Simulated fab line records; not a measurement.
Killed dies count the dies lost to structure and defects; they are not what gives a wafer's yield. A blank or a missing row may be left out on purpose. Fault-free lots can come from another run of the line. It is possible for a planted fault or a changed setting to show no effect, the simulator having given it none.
Split-lot experiment ; flow n5-finfet ; 21 wafers read from 7 lots, route of 1938 steps

ON THE SPLIT
At N5_BEOL_M3_ILD_DEP_00 (deposits SiOC from DEMS/O2, target thk 79 nm, time 15.3 s), the setting time-s was moved away from the recipe's 15.3 s on 4 of the 21 wafers read, by -12.7% to +10.1%. For the rest of the wafers, this setting stayed at what the recipe calls for.

There is no step in the file separating the split from the reading.

THE READING
M3_ILD_THK in nanometres, read at N5_BEOL_M3_THK_MEAS_01. A value of 79.1 nm with a standard deviation of 0.98 nm is what fault-free wafers of this fab line usually give.

wafer;tool, chamber at the split;time-s as run, s;against the recipe;M3_ILD_THK, nm;against lot-mates on the recipe
L079.1;pecvd-03, 1,2;15.3;recipe;79.2;-
L079.3;pecvd-03, 0;16.72;+9.3%;85.3;+6.1
L079.6;pecvd-03, 1,2;15.3;recipe;79.1;-
L080.1;pecvd-02, 2;15.3;recipe;79.5;-
L080.3;pecvd-02, 1;15.3;recipe;78.7;-
L080.5;pecvd-02, 2;15.3;recipe;80.0;-
L090.2;pecvd-02, 2,0;15.3;recipe;79.1;-
L090.3;pecvd-02, 0;15.3;recipe;78.1;-
L090.4;pecvd-02, 2,0;15.3;recipe;79.2;-
L093.1;pecvd-03, 2,0;15.3;recipe;79.7;-
L093.2;pecvd-03, 2,0;15.3;recipe;79.5;-
L093.4;pecvd-03, 1;15.3;recipe;80.7;-
L095.3;pecvd-03, 2;15.3;recipe;78.4;-
L095.5;pecvd-03, 2;15.3;recipe;78.6;-
L095.6;pecvd-03, 0;16.84;+10.1%;87.1;+8.6
L096.1;pecvd-02, 2;15.3;recipe;78.0;-
L096.3;pecvd-02, 0;13.73;-10.3%;70.1;-9.0
L096.5;pecvd-02, 1;15.3;recipe;80.1;-
L097.3;pecvd-03, 0;15.3;recipe;78.4;-
L097.5;pecvd-03, 0;13.36;-12.7%;69.8;-9.4
L097.6;pecvd-03, 2;15.3;recipe;79.9;-
Rows listing several chambers each stand for several wafers; the file does not say which wafer went through which chamber.

FIT RESULTS
A straight line over all 21 wafers: M3_ILD_THK changes by +0.768 nm for each +1% of time-s; r = +0.98; the points scatter about the line by 0.78 nm.
The same after taking each lot's own level away (the mean of its wafers on the recipe; 21 wafers): +0.78 nm for each +1%; r = +0.98; scatter 0.68 nm.
According to that fit, moving time-s by its largest amount changes the reading by 9.9 nm.
Across the lots, their own levels run from 78.50 to 79.97 nm, a range of 1.5 times the standard deviation given above.
The two slopes are in agreement: the lot-to-lot level therefore moves the slope only a little.
Check: -10.3 nm against its lot-mates is what the line predicts for one of the wafers moved furthest among these (-12.7%) when that wafer is left out of the fit. Against them it came out at -9.35 nm.

OTHER SPLITS APPLIED TO THESE WAFERS
These wafers also went through other splits before the reading. Each is held against what the fit with the lots' levels taken away leaves over:
other split on the same wafers;wafers away from the commonest value;r with M3_ILD_THK (lot level and that fit taken away)
N5_MOL_CONTACT_COAG_VIA_ETCH_117 bias-w;10;-0.02
N5_MOL_CONTACT_COAG_CVD_140 target-thk-a;4;-0.05
N5_BEOL_M0_CUTY_EXPOSE_54 dose-mj;8;-0.02
N5_BEOL_M0_CUTY_ETCH_63 source-w;7;-0.09
N5_BEOL_M1_ETCH_64 bias-w;5;-0.28
N5_BEOL_M2_COAT_61 spin-rpm;5;-0.23
N5_BEOL_M2_COAT_73 temp-c;4;+0.04
N5_BEOL_M2_ETCH_70 source-w;10;-0.29

THE WHOLE CHAIN: every reading that the file lists as answering this split, in the file's order
step;what it does;reading;change (the file's fit);r (the file's)
N5_BEOL_M3_ILD_DEP_00;deposits SiOC from DEMS/O2, target thk 79 nm, time 15.3 s;SiOC_of_BEOL_M3_ILD_DEP_00.thk-nm (the simulator's own value, which no gauge read);+0.771 nm for each +1% of the setting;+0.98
N5_BEOL_M3_THK_MEAS_01;;M3_ILD_THK;+0.78 for each +1% of the setting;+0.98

FILE'S OWN FIT
M3_ILD_THK changes by +0.78 nm for each +1% of time-s, r = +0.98.
